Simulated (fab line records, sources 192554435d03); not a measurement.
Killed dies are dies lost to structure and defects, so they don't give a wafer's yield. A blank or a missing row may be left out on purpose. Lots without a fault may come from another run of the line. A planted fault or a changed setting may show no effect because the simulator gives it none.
Which tool did it? | flow n5_finfet | 7 lots, 21 wafers sampled, at 1 step of a route of 1938

WHAT THE GAUGES READ, wafer by wafer
N5_BEOL_M7_INSPECT_13: inspects for defects (brightfield).
lot  | measured     | on                | raw_defect_count
L930 | day 9 08:43  | defect_inspect-02 | 390 478 322
L929 | day 9 10:08  | defect_inspect-01 | 362 466 443
L932 | day 10 11:34 | defect_inspect-01 | 279 476 281
L935 | day 11 05:37 | defect_inspect-02 | 378 503 350
L940 | day 12 15:41 | defect_inspect-01 | 456 467 457
L948 | day 14 08:49 | defect_inspect-02 | 350 517 356
L950 | day 15 05:14 | defect_inspect-02 | 443 522 379

WHICH TOOL RAN EACH LOT (tool, then ch and the chambers of the sampled wafers, then the start)
The record holds no process step before these readings.

THE ANSWER, worked out from the rows above alone
Rule: what is usual is taken from the lots themselves. Put in order of their means at a reading, lots are off if they are a third of the lots or fewer, leave a main group of 4 or more, and stand apart from it by a gap of 3 or more times the standard deviation of the main group's means; of several such gaps the widest counts. A main group whose means are all the same, to the digits that the tables above print for the reading, isn't used. A lot without any number at a reading at which 4 lots or more have one is off too. The other lots that the step has rows for count as sound.
No lot is off at any reading shown: from this, nothing can be told.

WHAT THE SIMULATOR HAD PUT IN
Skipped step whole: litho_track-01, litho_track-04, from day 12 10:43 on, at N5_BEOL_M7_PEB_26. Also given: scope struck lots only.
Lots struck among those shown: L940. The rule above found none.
